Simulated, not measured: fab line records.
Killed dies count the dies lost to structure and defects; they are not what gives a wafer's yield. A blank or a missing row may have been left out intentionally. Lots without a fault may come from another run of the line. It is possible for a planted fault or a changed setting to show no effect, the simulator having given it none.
Chamber matching	flow n5-finfet	ald-metal-02 running N5_HKMG_FIN_ALD_21: 4 sister chambers
The step deposits TiN, target thk 1.5 nm, pulse time 1 s, purge time 3 s. 8 wafers are shown with their chamber, then 8 later ones without.

## WAFERS WITH THEIR CHAMBER
wafer	chamber	heater-power-w (W)	susceptor-temp-C (C)
L083.4	2	949	399.95
L086.3	2	933	400.07
L091.3	1	909	399.58
L091.5	3	997	400.04
L092.4	1	925	399.83
L092.5	0	821	399.72
L092.6	3	985	400.15
L095.1	0	836	400.08

## WAFERS WITHOUT THEIR CHAMBER
wafer	heater-power-w (W)	susceptor-temp-C (C)
L095.3	1001	399.74
L095.4	945	399.76
L096.1	962	399.82
L096.2	928	399.85
L096.3	802	399.61
L096.4	1003	399.88
L096.5	889	399.78
L096.6	948	399.85

## CHAMBER TAKEN BY EACH
wafer	from the rows above	in truth
L095.3	3	3
L095.4	can't be placed: 2 or 1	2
L096.1	can't be placed: 2 or 3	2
L096.2	can't be placed: 1 or 2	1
L096.3	0	0
L096.4	3	3
L096.5	1	1
L096.6	can't be placed: 2 or 1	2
Correct placement for 4 of the 8. Unplaceable from these rows: 4, with the true chamber sitting among the candidates in 4. Placed wrongly: 0.
How it was worked out, from the rows above alone: a wafer's distance from a chamber is the root of the sum, over the readings, of the square of ((its reading less the chamber's mean) divided by the reading's scatter). The wafer belongs to the nearest chamber; if the next one is less than 2 further off, it can't be placed. Each chamber's mean is taken over the wafers shown for it. The scatter: take each reading less its chamber's mean, square it, sum over the shown wafers, divide by the number of wafers less the number of chambers, and take the root.
